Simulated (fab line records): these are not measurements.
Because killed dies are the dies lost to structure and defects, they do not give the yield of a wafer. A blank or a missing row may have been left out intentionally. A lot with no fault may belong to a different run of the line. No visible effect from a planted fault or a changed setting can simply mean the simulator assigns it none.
A struck lot beside a sound one :: flow nand_harc :: 26 steps out of a route of 1159
Sound: wafers L467.1, L467.3, L467.4. Wafers struck: L475.1, L475.3, L475.6. At the end, the cause is stated.
Order at every step that has rows: each side's tool, ch and its chambers, its first start. Under that, the readings that differ: sound wafers :: struck wafers :: difference of the means :: sigmas: that difference in standard deviations of wafers without a fault.
alike: a reading whose means differ by less than 2 such deviations, as well as words and numbers matching on both sides. not compared: withheld readings; readings where some wafer has no value; bounds like >300 that might hide an equal value; numbers whose values overlap and for which the record gives no deviation.
A row with sigmas, a row that says differs or no value, or rows on one side alone: a step with any of these is where the two part. Non-overlapping numbers with no deviation appear without sigmas and do not part them. A reading that every wafer of one side lacks parts them only if that side has two wafers or more.

first, 12 steps without rows for these wafers: NHARC_P_STI_ETCH_26 (etches SiO2 in dHF, target depth 11 nm); NHARC_P_STI_PRECLEAN_27 (cleans in SC1); NHARC_P_STI_SRD_28; NHARC_P_STI_OXIDE_29 (material SiO2, target thk 10 nm, ox time 1362 s); NHARC_P_STI_HM_DEP_30 (deposits Si3N4, target thk 80 nm, time 873 s); NHARC_P_STI_DEHYDRATE_01 (time 120 s); NHARC_P_STI_HMDS_02 (time 30 s); NHARC_P_STI_COAT_41 (time 65 s); NHARC_P_STI_COAT_03 (resist thk 600 nm); NHARC_P_STI_SOFTBAKE_04 (time 70 s); NHARC_P_STI_EBR_05; NHARC_P_STI_EXPOSE_06 (exposes mask P STI, target cd 200 nm).
NHARC_P_STI_PEB_07: peb time 80 s.
  sound on litho_track-02 ch 0, day 3 12:16; struck on litho_track-05 ch 0, day 5 13:03
reading: heater_power_total_W (W)
sound: 190.7 190.6 190.8
struck: 194.3 193.3 192.6
difference: +2.7
sigmas: +3

reading: plate_temp_C (C)
sound: 128.15 128.07 128.12
struck: 129.71 129.95 130.03
difference: +1.78
sigmas: +15
then, 1 step without rows for these wafers: NHARC_P_STI_DEVELOP_08 (time 50 s).
NHARC_P_STI_CD_MEAS_09: the cd target is 200 nm.
  sound on cd_sem-01 ch 0, day 3 12:21; struck on cd_sem-01 ch 0, day 5 13:08
reading: cd_nm (nm)
sound: 201.6 200.9 200.2
struck: 214.0 215.5 211.7
difference: +12.8
sigmas: +6
NHARC_P_STI_OVL_MEAS_10:
  struck on overlay-02, day 5 13:13; sound on overlay-01, day 3 12:26
  alike: overlay_x_nm, overlay_y_nm
NHARC_P_STI_INSPECT_11:
  struck on defect_inspect-01, day 5 13:16; sound on defect_inspect-01, day 3 12:28
  alike: raw_defect_count
then, 1 step without rows for these wafers: NHARC_P_STI_HARDBAKE_13 (time 65 s).
NHARC_P_STI_DESCUM_14: chemistry O2, time 3 s.
  sound on rie_diel-06 ch 0,2,3, day 3 12:37; struck on rie_diel-05 ch 1,2,3, day 5 13:25
reading: model.P_STI.cd_nm (nm)
sound: 201.5 199.7 201.7
struck: 213.6 215.1 211
difference: +12.3
sigmas: 
  alike: drypump_motor_current_A, oes_product_au, rf_vpp_V, showerhead_plenum_p_Torr, throttle_valve_pct
  not compared: rf_hours_counter_h
NHARC_P_STI_ETCH_42: etches the open film in N2/H2, target depth 80 nm, overetch 24 nm, time 61 s.
  sound on rie_diel-06 ch 0,2,3, day 3 12:42; struck on rie_diel-05 ch 0,1,2, day 5 13:29
  alike: drypump_motor_current_A, oes_product_au, rf_vpp_V, showerhead_plenum_p_Torr, throttle_valve_pct
  not compared: rf_hours_counter_h
NHARC_P_STI_ETCH_31: etches the open film in CF4/CHF3, target depth 108.9 nm, time 54.5 s.
  sound on rie_diel-06 ch 0,2,3; struck on rie_diel-05 ch 0,3
  alike: drypump_motor_current_A, oes_product_au, rf_vpp_V, showerhead_plenum_p_Torr, throttle_valve_pct
  not compared: rf_hours_counter_h
NHARC_P_STI_ETCH_15: etches the open film in HBr/Cl2, target depth 300 nm, time 100.1 s.
  sound on rie_si-03 ch 1,2,3, day 3 12:53; struck on rie_si-03 ch 1,3, day 5 13:41
reading: model.P_STI.cd_nm (nm)
sound: 199.9 198.7 202.1
struck: 214.3 215.3 208.9
difference: +12.6
sigmas: 
  alike: drypump_motor_current_A, hbr_flow_sccm, mfc_cl2_sccm, oes_product_au, throttle_valve_pct
  not compared: rf_hours_counter_h
NHARC_P_STI_CD_MEAS_16:
  struck on cd_sem-01, day 5 13:52; sound on cd_sem-03, day 3 13:03
reading: cd_nm (nm)
sound: 200.1 198.8 202.1
struck: 214.3 215.3 209.3
difference: +12.6
sigmas: +5
NHARC_P_STI_OCD_MEAS_17:
  struck on ocd-02, day 5 13:57; sound on ocd-01, day 3 13:09
reading: trench_foot_cd_nm (nm)
sound: 159.9 158.3 158.3
struck: 173.3 173.6 169.8
difference: +13.4
sigmas: +6
  alike: trench_depth_nm
then, 1 step without rows for these wafers: NHARC_P_STI_STRIP_19 (strips in SPM, time 900 s).
-- record jumps: 17 days between struck wafers' starts before vs after; left off in module P_STI, resumes in module END, first step shown is number 1159 of the route --
NHARC_END_SORT_01:
  the record has rows for the struck wafers here (prober-01 ch 0, day 22 17:51) and none for the sound ones

== WHERE THEY PART ==
First at NHARC_P_STI_PEB_07; last, within this record, at NHARC_END_SORT_01.

WHY: whatever the simulator had introduced
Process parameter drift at NHARC_P_STI_PEB_07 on litho_track-05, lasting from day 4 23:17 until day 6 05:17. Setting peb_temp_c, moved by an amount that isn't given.
